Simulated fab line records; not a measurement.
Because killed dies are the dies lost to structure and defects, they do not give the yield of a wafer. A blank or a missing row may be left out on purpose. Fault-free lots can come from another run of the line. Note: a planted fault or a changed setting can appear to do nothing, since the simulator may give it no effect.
fab line records | flow n5Finfet
record lots=7 | wafers=39
route steps=1938 shown WELL_APT@33 SD_EPI_P@308 HKMG_FIN@386 GATE_CUT@493 MOL_CONTACT_COAG@588
startH: start of the lot's first displayed wafer, in hours after the record's first day | waitH: how many hours have passed since the lot's step before this one | " repeats the value in the row above | L1.1+2: a row that stands for several wafers | - no value, or no start given | * or withheld: withheld | < > ~ a bound
route shown NAME@n: a module of which the file shows steps, and the number in the route of the first | usual: mean/standard deviation of fault-free wafers | same: alike in all rows | chamber/n: place in a boat | sites: readings site by site | _std_site: standard deviation across them | _edge_site: outer sites' mean less inner sites' | radiusMm: for every site, how far away it sits from the centre of the wafer | mask NAME#n: copy n | behind: the tool/chamber that last shaped the wafer | hold: reason for holding the lot/hours on hold/outcome of the hold | device: the transistor (n, p or np) that didn't switch | end of line: tests run on the same wafers once the route is complete | for a step that has no rows: nothing shown but its recipe | killed: dies lost to structure and defects at the first sort, not the wafer's yield | map: dies across one wafer; x = killed, . = not, _ = none there
set.NAME: the setting as run; set.NAME@STEP: as run at that earlier step | model.NAME: the simulator's own value behind a step, which no gauge read
one table per step and one row per wafer, for lots whose settings were changed on purpose
## steps
# step N5_WELL_APT_IMPLANT_15
# recipe species=As | energyKev=25 | doseCm2=1.5e+13 | tiltDeg=0 | rotationDeg=0
lot.wafer        | tool         | chamber | startH | waitH | set.energyKev | model.implant.rpNm | model.implant.drpNm
L077.2+5+6       | implanter-01 | 0       | 32.10  | 0.1   | 25            | 19.2               | 8.457
L079.1+2+5       | implanter-01 | 0       | 44.72  | 0.1   | 23.13         | 18.02              | 8.006
L079.3+4+6       | "            | 0       | "      | "     | 25            | 19.1               | 8.457
L081.1+3+4       | implanter-01 | 0       | 56.05  | 0.1   | 25            | 18.82              | 8.457
L081.2+5+6       | "            | 0       | "      | "     | 28.97         | 21.03              | 9.399
L088.1+2+4       | implanter-02 | 0       | 98.16  | 0.1   | 25            | 18.81              | 8.457
L088.3+5+6       | "            | 0       | "      | "     | 22.11         | 17.18              | 7.757
L090.1+2+4       | implanter-01 | 0       | 110.44 | 0.1   | 27.14         | 20.05              | 8.967
L090.3+5+6       | "            | 0       | "      | "     | 25            | 18.86              | 8.457
L092.1+2+3       | implanter-01 | 0       | 122.39 | 0.1   | 23.4          | 17.73              | 8.071
L092.4+5+6       | "            | 0       | "      | "     | 25            | 18.62              | 8.457
L095.1+2+3+4+5+6 | implanter-02 | 0       | 140.19 | 0.1   | 25            | 18.6               | 8.457
# step N5_SD_EPI_P_ETCH_37
# recipe chemistry=N2/H2 | target=SOC | overetchA=1080 | maskMaterial=SiARC | tempC=40 | ionEnergyEv=100 | sourceW=3000 | biasW=133 | pressureMtorr=20 | timeS=486 | n2FlowSccm=200 | h2FlowSccm=200 | ends=endPoint
# usual rfVppV=241.0/1.2
lot.wafer | tool       | chamber | startH | waitH | set.sourceW | rfVppV
L077.2    | rieDiel-03 | 1       | 71.86  | 0.0   | 3000        | 238.7
L077.5    | "          | 1       | "      | "     | 3000        | 239.9
L077.6    | "          | 0       | "      | "     | 3000        | 241.9
L079.1    | rieDiel-02 | 2       | 85.67  | 0.0   | 3482        | 228.9
L079.2    | "          | 1       | "      | "     | 3000        | 240.1
L079.3    | "          | 3       | "      | "     | 3482        | 228.4
L079.4    | "          | 0       | "      | "     | 3482        | 229.6
L079.5    | "          | 2       | "      | "     | 3000        | 240.5
L079.6    | "          | 3       | "      | "     | 3000        | 240.2
L081.1    | rieDiel-06 | 1       | 97.04  | 0.0   | 3000        | 240.1
L081.2    | "          | 0       | "      | "     | 3497        | 228.7
L081.3    | "          | 2       | "      | "     | 3497        | 226.9
L081.4    | "          | 3       | "      | "     | 3000        | 244.0
L081.5    | "          | 1       | "      | "     | 3000        | 239.2
L081.6    | "          | 0       | "      | "     | 3497        | 229.6
L088.1    | rieDiel-06 | 2       | 140.14 | 0.0   | 3000        | 240.6
L088.2    | "          | 3       | "      | "     | 3000        | 242.5
L088.3    | "          | 0       | "      | "     | 3000        | 240.4
L088.4    | "          | 3       | "      | "     | 3000        | 241.9
L088.5    | "          | 2       | "      | "     | 3000        | 240.1
L088.6    | "          | 0       | "      | "     | 3000        | 241.5
L090.1    | rieDiel-03 | 2       | 159.36 | 0.0   | 3531        | 227.9
L090.2    | "          | 3       | "      | "     | 3000        | 241.5
L090.3    | "          | 1       | "      | "     | 3000        | 240.3
L090.4    | "          | 3       | "      | "     | 3531        | 229.2
L090.5    | "          | 1       | "      | "     | 3000        | 239.6
L090.6    | "          | 2       | "      | "     | 3531        | 228.5
L092.1    | rieDiel-03 | 1       | 168.07 | 0.0   | 2796        | 246.1
L092.2    | "          | 3       | "      | "     | 3000        | 241.8
L092.3    | "          | 2       | "      | "     | 2796        | 246.8
L092.4    | "          | 1       | "      | "     | 3000        | 240.0
L092.5    | "          | 2       | "      | "     | 3000        | 241.9
L092.6    | "          | 3       | "      | "     | 2796        | 249.7
L095.1    | rieDiel-06 | 3       | 181.44 | 0.0   | 3212        | 237.2
L095.2    | "          | 2       | "      | "     | 3212        | 236.1
L095.3    | "          | 0       | "      | "     | 3212        | 233.9
L095.4    | "          | 1       | "      | "     | 3000        | 240.0
L095.5    | "          | 3       | "      | "     | 3000        | 241.6
L095.6    | "          | 2       | "      | "     | 3000        | 241.6
# step N5_HKMG_FIN_HK_ALD_01
# recipe material=HfO2 | targetThkA=16 | tempC=withheld | aldPrecursorFamily=HfCl4 | aldCoReactant=H2O | pulseTimeS=3 | purgeTimeS=3 | coReactantPurgeTimeS=2.5 | coReactantPulseTimeS=0.3 | aldCycles=30
lot.wafer  | tool     | chamber | startH | waitH | set.aldCycles
L077.2+5+6 | aldHk-01 | 3,0,3   | 88.24  | 0.0   | 30
L079.1+3+6 | aldHk-01 | 0,2,1   | 101.72 | 0.0   | 30
L079.2+4+5 | "        | 1,3,2   | "      | "     | 32
L081.1+2+6 | aldHk-03 | 3,2,0   | 113.00 | 0.0   | 33
L081.3+4+5 | "        | 1,0,3   | "      | "     | 30
L088.1+5+6 | aldHk-03 | 0,2,3   | 156.45 | 0.0   | 25
L088.2+3+4 | "        | 2,3,1   | "      | "     | 30
L090.1+2+5 | aldHk-03 | 1,2,2   | 175.54 | 0.0   | 26
L090.3+4+6 | "        | 0,3,3   | "      | "     | 30
L092.1+4+6 | aldHk-02 | 0,1,0   | 184.40 | 0.1   | 30
L092.2+3+5 | "        | 2,3,3   | "      | "     | 31
L095.1+2+6 | aldHk-01 | 1,3,2   | 197.38 | 0.0   | 26
L095.3+4+5 | "        | 2,0,1   | "      | "     | 30
# step N5_HKMG_FIN_ETCH_54
# recipe chemistry=CF4 | target=SiARC | targetDepthA=455 | maskMaterial=CAR-ArF | timeS=75.8 | ionEnergyEv=80 | pressureMtorr=40 | sourceW=545 | biasW=36 | Ar_flow_sccm=100 | cf4FlowSccm=100 | ends=cleared
lot.wafer        | tool       | chamber     | startH | waitH | set.cf4FlowSccm
L077.2+5+6       | rieDiel-05 | 0,2,1       | 89.31  | 0.0   | 100
L079.1+2+3+4+5+6 | rieDiel-01 | 1,2,3,0,0,3 | 103.11 | 0.0   | 100
L081.1+2+3+4+5+6 | rieDiel-05 | 3,2,1,0,3,2 | 114.07 | 0.0   | 100
L088.1+3+4       | rieDiel-04 | 3,1,1       | 157.52 | 0.0   | 100
L088.2+5+6       | "          | 2,2,3       | "      | "     | 120.2
L090.1+5+6       | rieDiel-01 | 3,0,1       | 176.76 | 0.0   | 115.4
L090.2+3+4       | "          | 1,2,0       | "      | "     | 100
L092.1+2+3+4+5+6 | rieDiel-01 | 1,2,3,0,2,3 | 185.55 | 0.0   | 100
L095.1+2+5       | rieDiel-01 | 1,0,0       | 198.93 | 0.0   | 100
L095.3+4+6       | "          | 2,2,1       | "      | "     | 115.4
# step N5_HKMG_FIN_ETCH_55
# recipe chemistry=N2/H2 | target=SOC | targetDepthA=2400 | tempC=40 | timeS=300 | ionEnergyEv=200 | maskMaterial=SiARC | pressureMtorr=30 | sourceW=840 | biasW=150 | n2FlowSccm=200 | h2FlowSccm=200
# step N5_HKMG_FIN_STRIP_56
# recipe chemistry=N2/H2 | tempC=40 | n2FlowSccm=200 | h2FlowSccm=200 | rfFrequencyHz=6e+07
# step N5_HKMG_FIN_WET_ETCH_82
# recipe chemistry=dHCl | mix=1:10000 | tempC=25 | target=La2O3 | stopOn=HfO2 | targetDepthNm=2 | dry=ipaMarangoni | rinseTimeS=30 | rinseTempC=23
# step N5_HKMG_FIN_ALD_36
# recipe material=TiN | targetThkA=10 | tempC=400 | aldPrecursorFamily=TiCl4 | aldCoReactant=NH3 | pulseTimeS=1 | purgeTimeS=3 | coReactantPurgeTimeS=2 | coReactantPulseTimeS=2 | aldCycles=47 | pressureTorr=3
# step N5_HKMG_FIN_THK_MEAS_70
# recipe thkMeasGauge=xrf | reads=HfO2_of_HKMG_FIN_HK_ALD_01
# usual HK_THK=1.604/0.022
lot.wafer | tool         | chamber | startH | waitH | set.aldCycles@HKMG_FIN_HK_ALD_01 | HK_THK[nm]
L077.2    | filmMetro-02 | -       | 91.78  | 0.2   | 30                               | 1.593
L077.5    | "            | -       | "      | "     | 30                               | 1.634
L077.6    | "            | -       | "      | "     | 30                               | 1.623
L079.1    | filmMetro-01 | -       | 105.69 | 0.2   | 30                               | 1.610
L079.2    | "            | -       | "      | "     | 32                               | 1.689
L079.3    | "            | -       | "      | "     | 30                               | 1.607
L079.4    | "            | -       | "      | "     | 32                               | 1.736
L079.5    | "            | -       | "      | "     | 32                               | 1.704
L079.6    | "            | -       | "      | "     | 30                               | 1.585
L081.1    | filmMetro-01 | -       | 116.53 | 0.2   | 33                               | 1.765
L081.2    | "            | -       | "      | "     | 33                               | 1.754
L081.3    | "            | -       | "      | "     | 30                               | 1.603
L081.4    | "            | -       | "      | "     | 30                               | 1.582
L081.5    | "            | -       | "      | "     | 30                               | 1.581
L081.6    | "            | -       | "      | "     | 33                               | 1.756
L088.1    | filmMetro-02 | -       | 159.89 | 0.2   | 25                               | 1.362
L088.2    | "            | -       | "      | "     | 30                               | 1.613
L088.3    | "            | -       | "      | "     | 30                               | 1.597
L088.4    | "            | -       | "      | "     | 30                               | 1.592
L088.5    | "            | -       | "      | "     | 25                               | 1.361
L088.6    | "            | -       | "      | "     | 25                               | 1.299
L090.1    | filmMetro-01 | -       | 179.40 | 0.2   | 26                               | 1.386
L090.2    | "            | -       | "      | "     | 26                               | 1.363
L090.3    | "            | -       | "      | "     | 30                               | 1.585
L090.4    | "            | -       | "      | "     | 30                               | 1.609
L090.5    | "            | -       | "      | "     | 26                               | 1.381
L090.6    | "            | -       | "      | "     | 30                               | 1.582
L092.1    | filmMetro-01 | -       | 188.04 | 0.2   | 30                               | 1.601
L092.2    | "            | -       | "      | "     | 31                               | 1.670
L092.3    | "            | -       | "      | "     | 31                               | 1.655
L092.4    | "            | -       | "      | "     | 30                               | 1.588
L092.5    | "            | -       | "      | "     | 31                               | 1.660
L092.6    | "            | -       | "      | "     | 30                               | 1.601
L095.1    | filmMetro-01 | -       | 201.64 | 0.2   | 26                               | 1.377
L095.2    | "            | -       | "      | "     | 26                               | 1.397
L095.3    | "            | -       | "      | "     | 30                               | 1.619
L095.4    | "            | -       | "      | "     | 30                               | 1.615
L095.5    | "            | -       | "      | "     | 30                               | 1.584
L095.6    | "            | -       | "      | "     | 26                               | 1.398
# step N5_HKMG_FIN_ETCH_35
# recipe chemistry=N2/H2 | target=SOC | targetDepthA=2158 | ionEnergyEv=65 | biasW=5 | sourceW=3000 | timeS=243.4 | pressureMtorr=30 | n2FlowSccm=200 | h2FlowSccm=200
# usual rfVppV=141.5/1
lot.wafer | tool       | chamber | startH | waitH | set.biasW | rfVppV
L077.2    | rieDiel-05 | 0       | 93.36  | 0.0   | 5         | 141.1
L077.5    | "          | 2       | "      | "     | 5         | 141.0
L077.6    | "          | 1       | "      | "     | 5         | 141.7
L079.1    | rieDiel-05 | 0       | 106.83 | 0.0   | 4.547     | 133.5
L079.2    | "          | 1       | "      | "     | 4.547     | 132.0
L079.3    | "          | 2       | "      | "     | 5         | 139.8
L079.4    | "          | 3       | "      | "     | 4.547     | 133.4
L079.5    | "          | 2       | "      | "     | 5         | 139.8
L079.6    | "          | 1       | "      | "     | 5         | 139.4
L081.1    | rieDiel-01 | 0       | 117.67 | 0.0   | 5         | 141.2
L081.2    | "          | 2       | "      | "     | 5         | 141.2
L081.3    | "          | 3       | "      | "     | 5         | 142.9
L081.4    | "          | 1       | "      | "     | 5         | 140.9
L081.5    | "          | 2       | "      | "     | 5         | 142.2
L081.6    | "          | 1       | "      | "     | 5         | 141.4
L088.1    | rieDiel-01 | 3       | 161.16 | 0.0   | 5.823     | 156.6
L088.2    | "          | 1       | "      | "     | 5.823     | 155.5
L088.3    | "          | 0       | "      | "     | 5         | 142.0
L088.4    | "          | 2       | "      | "     | 5         | 141.8
L088.5    | "          | 1       | "      | "     | 5.823     | 156.5
L088.6    | "          | 2       | "      | "     | 5         | 142.1
L090.1    | rieDiel-04 | 0       | 180.54 | 0.0   | 5         | 143.7
L090.2    | "          | 1       | "      | "     | 5.535     | 150.5
L090.3    | "          | 2       | "      | "     | 5         | 141.6
L090.4    | "          | 2       | "      | "     | 5.535     | 152.7
L090.5    | "          | 1       | "      | "     | 5.535     | 149.7
L090.6    | "          | 0       | "      | "     | 5         | 141.1
L092.1    | rieDiel-01 | 3       | 189.30 | 0.0   | 5         | 141.0
L092.2    | "          | 0       | "      | "     | 5.42      | 149.6
L092.3    | "          | 1       | "      | "     | 5.42      | 149.5
L092.4    | "          | 2       | "      | "     | 5.42      | 149.5
L092.5    | "          | 3       | "      | "     | 5         | 142.9
L092.6    | "          | 2       | "      | "     | 5         | 143.1
L095.1    | rieDiel-04 | 2       | 202.93 | 0.0   | 5         | 140.9
L095.2    | "          | 3       | "      | "     | 5         | 142.4
L095.3    | "          | 2       | "      | "     | 5         | 142.0
L095.4    | "          | 3       | "      | "     | 5         | 142.6
L095.5    | "          | 2       | "      | "     | 5         | 141.9
L095.6    | "          | 3       | "      | "     | 5         | 140.6
# step N5_GATE_CUT_ETCH_37
# recipe chemistry=N2/H2 | target=SOC | targetDepthA=600 | overetchA=120 | maskMaterial=SiARC | tempC=40 | timeS=90 | ionEnergyEv=200 | pressureMtorr=30 | sourceW=840 | biasW=150 | n2FlowSccm=200 | h2FlowSccm=200
# usual rfVppV=524.2/2.2
lot.wafer | tool       | chamber | startH | waitH | set.biasW | rfVppV | model.SiARC_of_GATE_CUT_COAT_35.thkNm
L077.2    | rieDiel-02 | 0       | 102.08 | 0.0   | 150       | 526.3  | 6.2
L077.5    | "          | 3       | "      | "     | 150       | 521.7  | 6.2
L077.6    | "          | 2       | "      | "     | 150       | 522.8  | 6.2
L079.1    | rieDiel-02 | 3       | 114.78 | 0.0   | 150       | 522.4  | 6
L079.2    | "          | 0       | "      | "     | 150       | 526.5  | 6.2
L079.3    | "          | 1       | "      | "     | 150       | 525.0  | 5.8
L079.4    | "          | 2       | "      | "     | 150       | 522.9  | 6
L079.5    | "          | 0       | "      | "     | 150       | 524.1  | 6.2
L079.6    | "          | 3       | "      | "     | 150       | 522.6  | 6
L081.1    | rieDiel-06 | 2       | 125.81 | 0.0   | 150       | 525.0  | 6.2
L081.2    | "          | 0       | "      | "     | 150       | 525.5  | 6
L081.3    | "          | 1       | "      | "     | 132       | 482.5  | 6.4
L081.4    | "          | 3       | "      | "     | 150       | 530.0  | 6
L081.5    | "          | 0       | "      | "     | 132       | 482.0  | 6.6
L081.6    | "          | 3       | "      | "     | 132       | 486.6  | 6.6
L088.1    | rieDiel-02 | 0       | 169.42 | 0.0   | 166.9     | 563.9  | 5.6
L088.2    | "          | 2       | "      | "     | 150       | 523.9  | 6.2
L088.3    | "          | 1       | "      | "     | 150       | 524.7  | 6
L088.4    | "          | 3       | "      | "     | 166.9     | 557.8  | 5.6
L088.5    | "          | 2       | "      | "     | 150       | 522.5  | 6.2
L088.6    | "          | 3       | "      | "     | 166.9     | 558.9  | 5.6
L090.1    | rieDiel-02 | 0       | 189.05 | 0.0   | 150       | 524.2  | 6.2
L090.2    | "          | 1       | "      | "     | 150       | 525.1  | 6
L090.3    | "          | 3       | "      | "     | 150       | 521.3  | 6.2
L090.4    | "          | 0       | "      | "     | 150       | 526.8  | 6.2
L090.5    | "          | 3       | "      | "     | 150       | 522.4  | 6
L090.6    | "          | 1       | "      | "     | 150       | 524.0  | 5.8
L092.1    | rieDiel-06 | 1       | 197.19 | 0.0   | 150       | 521.7  | 5.8
L092.2    | "          | 2       | "      | "     | 150       | 524.2  | 6.2
L092.3    | "          | 0       | "      | "     | 150       | 523.5  | 5.8
L092.4    | "          | 3       | "      | "     | 150       | 529.3  | 6
L092.5    | "          | 3       | "      | "     | 150       | 527.6  | 6
L092.6    | "          | 2       | "      | "     | 150       | 524.0  | 6.2
L095.1    | rieDiel-06 | 1       | 211.13 | 0.0   | 176.1     | 577.4  | 5
L095.2    | "          | 0       | "      | "     | 150       | 523.7  | 6
L095.3    | "          | 3       | "      | "     | 176.1     | 584.2  | 5.2
L095.4    | "          | 2       | "      | "     | 150       | 524.0  | 6.2
L095.5    | "          | 3       | "      | "     | 176.1     | 584.3  | 5.2
L095.6    | "          | 0       | "      | "     | 150       | 524.8  | 6
# step N5_MOL_CONTACT_COAG_ETCH_47
# recipe chemistry=CH3F/O2 | target=SiNx | targetDepthA=270 | maskMaterial=SiO2 | stopOn=W | overEtchFrac=0.2 | ionEnergyEv=120 | endpoint=OES-CN | pressureMtorr=30 | sourceW=395 | biasW=73 | Ar_flow_sccm=150 | CH3F_flow_sccm=30 | O2_flow_sccm=20 | ends=endPoint
# usual etchRfOnTimeS=31.3/0.68 | rfVppV=301/11
lot.wafer | tool       | chamber | startH | waitH | set.sourceW | etchRfOnTimeS | rfVppV | model.etch.tClearS | model.etch.overEtchS
L077.2    | rieDiel-04 | 0       | 119.46 | 0.0   | 395         | 32.7          | 307    | 27.2               | 5.44
L077.5    | "          | 3       | "      | "     | 395         | 31.6          | 292    | 26.3               | 5.26
L077.6    | "          | 2       | "      | "     | 395         | 32.2          | 314    | 26.86              | 5.373
L079.1    | rieDiel-04 | 0       | 130.09 | 0.0   | 395         | 32.1          | 304    | 26.73              | 5.346
L079.2    | "          | 1       | "      | "     | 335.1       | 33.8          | 316    | 28.2               | 5.641
L079.3    | "          | 2       | "      | "     | 335.1       | 33.6          | 338    | 27.99              | 5.597
L079.4    | "          | 3       | "      | "     | 395         | 31.4          | 293    | 26.21              | 5.243
L079.5    | "          | 0       | "      | "     | 335.1       | 34.3          | 330    | 28.58              | 5.716
L079.6    | "          | 1       | "      | "     | 395         | 31.6          | 292    | 26.36              | 5.272
L081.1    | rieDiel-04 | 2       | 142.85 | 0.0   | 332         | 34.3          | 340    | 28.6               | 5.719
L081.2    | "          | 0       | "      | "     | 332         | 34.9          | 332    | 29.08              | 5.817
L081.3    | "          | 1       | "      | "     | 395         | 31.2          | 291    | 26                 | 5.2
L081.4    | "          | 3       | "      | "     | 395         | 31.5          | 294    | 26.26              | 5.252
L081.5    | "          | 2       | "      | "     | 332         | 34.0          | 342    | 28.32              | 5.663
L081.6    | "          | 3       | "      | "     | 395         | 31.3          | 294    | 26.05              | 5.211
L088.1    | rieDiel-04 | 0       | 185.90 | 0.0   | 346.7       | 32.3          | 324    | 26.92              | 5.385
L088.2    | "          | 1       | "      | "     | 395         | 31.5          | 291    | 26.22              | 5.245
L088.3    | "          | 2       | "      | "     | 346.7       | 33.4          | 335    | 27.79              | 5.558
L088.4    | "          | 1       | "      | "     | 395         | 31.5          | 292    | 26.23              | 5.247
L088.5    | "          | 2       | "      | "     | 395         | 32.0          | 314    | 26.68              | 5.336
L088.6    | "          | 0       | "      | "     | 346.7       | 32.1          | 325    | 26.71              | 5.342
L090.1    | rieDiel-05 | 3       | 204.12 | 0.0   | 453.1       | 29.4          | 274    | 24.49              | 4.898
L090.2    | "          | 2       | "      | "     | 395         | 31.3          | 292    | 26.07              | 5.215
L090.3    | "          | 0       | "      | "     | 395         | 31.9          | 289    | 26.54              | 5.308
L090.4    | "          | 1       | "      | "     | 453.1       | 31.8          | 279    | 26.5               | 5.3
L090.5    | "          | 0       | "      | "     | 453.1       | 29.6          | 273    | 24.7               | 4.94
L090.6    | "          | 3       | "      | "     | 395         | 31.3          | 293    | 26.08              | 5.216
L092.1    | rieDiel-01 | 0       | 214.32 | 0.0   | 456.2       | 29.3          | 299    | 24.45              | 4.89
L092.2    | "          | 1       | "      | "     | 456.2       | 29.7          | 272    | 24.77              | 4.953
L092.3    | "          | 3       | "      | "     | 395         | 31.6          | 319    | 26.39              | 5.277
L092.4    | "          | 2       | "      | "     | 456.2       | 29.1          | 292    | 24.27              | 4.854
L092.5    | "          | 3       | "      | "     | 395         | 31.5          | 320    | 26.22              | 5.243
L092.6    | "          | 0       | "      | "     | 395         | 31.1          | 319    | 25.97              | 5.194
L095.1    | rieDiel-05 | 3       | 225.70 | 0.0   | 395         | 30.5          | 292    | 25.42              | 5.084
L095.2    | "          | 2       | "      | "     | 448.7       | 29.2          | 276    | 24.32              | 4.863
L095.3    | "          | 0       | "      | "     | 395         | 30.8          | 290    | 25.68              | 5.137
L095.4    | "          | 1       | "      | "     | 395         | 32.0          | 294    | 26.68              | 5.335
L095.5    | "          | 3       | "      | "     | 448.7       | 28.7          | 275    | 23.9               | 4.78
L095.6    | "          | 0       | "      | "     | 448.7       | 29.8          | 274    | 24.88              | 4.976
# step N5_MOL_CONTACT_COAG_CVD_140
# recipe material=W | targetThkA=665 | mode=selectiveFill | tempC=300 | timeS=215
lot.wafer  | tool    | chamber | startH | waitH | set.targetThkA | model.W_of_MOL_CONTACT_COAG_CVD_140.thkNm
L077.2     | cvdW-02 | 0       | 121.09 | 0.1   | 665            | 67.4
L077.5     | "       | 1       | "      | "     | 665            | 67
L077.6     | "       | 0       | "      | "     | 665            | 66.4
L079.1+2+6 | cvdW-02 | 1,0,0   | 131.72 | 0.1   | 728.2          | 73
L079.3     | "       | 0       | "      | "     | 665            | 66.4
L079.4     | "       | 1       | "      | "     | 665            | 66.6
L079.5     | "       | 1       | "      | "     | 665            | 66.8
L081.1     | cvdW-01 | 1       | 145.24 | 0.1   | 698.2          | 69.8
L081.2     | "       | 0       | "      | "     | 665            | 65.6
L081.3     | "       | 0       | "      | "     | 665            | 66.2
L081.4     | "       | 1       | "      | "     | 665            | 66.4
L081.5     | "       | 1       | "      | "     | 698.2          | 69.4
L081.6     | "       | 0       | "      | "     | 698.2          | 69
L088.1     | cvdW-02 | 1       | 188.18 | 0.1   | 587            | 59.2
L088.2     | "       | 0       | "      | "     | 587            | 59.8
L088.3+4   | "       | 0,1     | "      | "     | 665            | 67.4
L088.5     | "       | 1       | "      | "     | 665            | 67.8
L088.6     | "       | 0       | "      | "     | 587            | 59.6
L090.1     | cvdW-02 | 1       | 205.90 | 0.1   | 665            | 66.6
L090.2     | "       | 0       | "      | "     | 739.3          | 75.2
L090.3     | "       | 0       | "      | "     | 665            | 67.4
L090.4     | "       | 1       | "      | "     | 665            | 67
L090.5     | "       | 0       | "      | "     | 739.3          | 74.2
L090.6     | "       | 1       | "      | "     | 739.3          | 74.4
L092.1     | cvdW-01 | 0       | 216.24 | 0.1   | 600.6          | 57.8
L092.2     | "       | 1       | "      | "     | 665            | 64.8
L092.3     | "       | 0       | "      | "     | 600.6          | 58.2
L092.4     | "       | 1       | "      | "     | 665            | 66.6
L092.5     | "       | 0       | "      | "     | 600.6          | 58.6
L092.6     | "       | 1       | "      | "     | 665            | 65.8
L095.1     | cvdW-01 | 0       | 227.56 | 0.1   | 665            | 63.8
L095.2     | "       | 1       | "      | "     | 616.2          | 60.8
L095.3     | "       | 0       | "      | "     | 665            | 64.2
L095.4     | "       | 1       | "      | "     | 616.2          | 59.8
L095.5     | "       | 1       | "      | "     | 616.2          | 61
L095.6     | "       | 0       | "      | "     | 665            | 64.8
## key
split step=N5_WELL_APT_IMPLANT_15 | setting=energyKev | stated=25 | by=wafer
response step=N5_WELL_APT_IMPLANT_15 | reading=model.implant.rpNm | change=+0.14 | per=1% | r=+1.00
response step=N5_WELL_APT_IMPLANT_15 | reading=model.implant.drpNm | change=+0.0598 | per=1% | r=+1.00
split step=N5_SD_EPI_P_ETCH_37 | setting=sourceW | stated=3000 | by=wafer
response step=N5_SD_EPI_P_ETCH_37 | reading=rfVppV | change=-0.726 | per=1% | r=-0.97
split step=N5_HKMG_FIN_HK_ALD_01 | setting=aldCycles | stated=30 | by=wafer
response step=N5_HKMG_FIN_THK_MEAS_70 | reading=HK_THK | change=+0.0161 | per=1% | r=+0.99
split step=N5_HKMG_FIN_ETCH_54 | setting=cf4FlowSccm | stated=100 | by=wafer
response none clear
split step=N5_HKMG_FIN_ETCH_35 | setting=biasW | stated=5 | by=wafer
response step=N5_HKMG_FIN_ETCH_35 | reading=rfVppV | change=+0.837 | per=1% | r=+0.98
split step=N5_GATE_CUT_ETCH_37 | setting=biasW | stated=150 | by=wafer
response step=N5_GATE_CUT_ETCH_37 | reading=rfVppV | change=+3.37 | per=1% | r=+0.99
response step=N5_GATE_CUT_ETCH_37 | reading=model.SiARC_of_GATE_CUT_COAT_35.thkNm | change=-0.0485 | per=1% | r=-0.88
split step=N5_MOL_CONTACT_COAG_ETCH_47 | setting=sourceW | stated=395 | by=wafer
response step=N5_MOL_CONTACT_COAG_ETCH_47 | reading=etchRfOnTimeS | change=* | per=1% | r=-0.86
response step=N5_MOL_CONTACT_COAG_ETCH_47 | reading=rfVppV | change=-1.98 | per=1% | r=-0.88
response step=N5_MOL_CONTACT_COAG_ETCH_47 | reading=model.etch.tClearS | change=-0.11 | per=1% | r=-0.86
response step=N5_MOL_CONTACT_COAG_ETCH_47 | reading=model.etch.overEtchS | change=-0.022 | per=1% | r=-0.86
split step=N5_MOL_CONTACT_COAG_CVD_140 | setting=targetThkA | stated=665 | by=wafer
response step=N5_MOL_CONTACT_COAG_CVD_140 | reading=model.W_of_MOL_CONTACT_COAG_CVD_140.thkNm | change=+0.679 | per=1% | r=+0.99
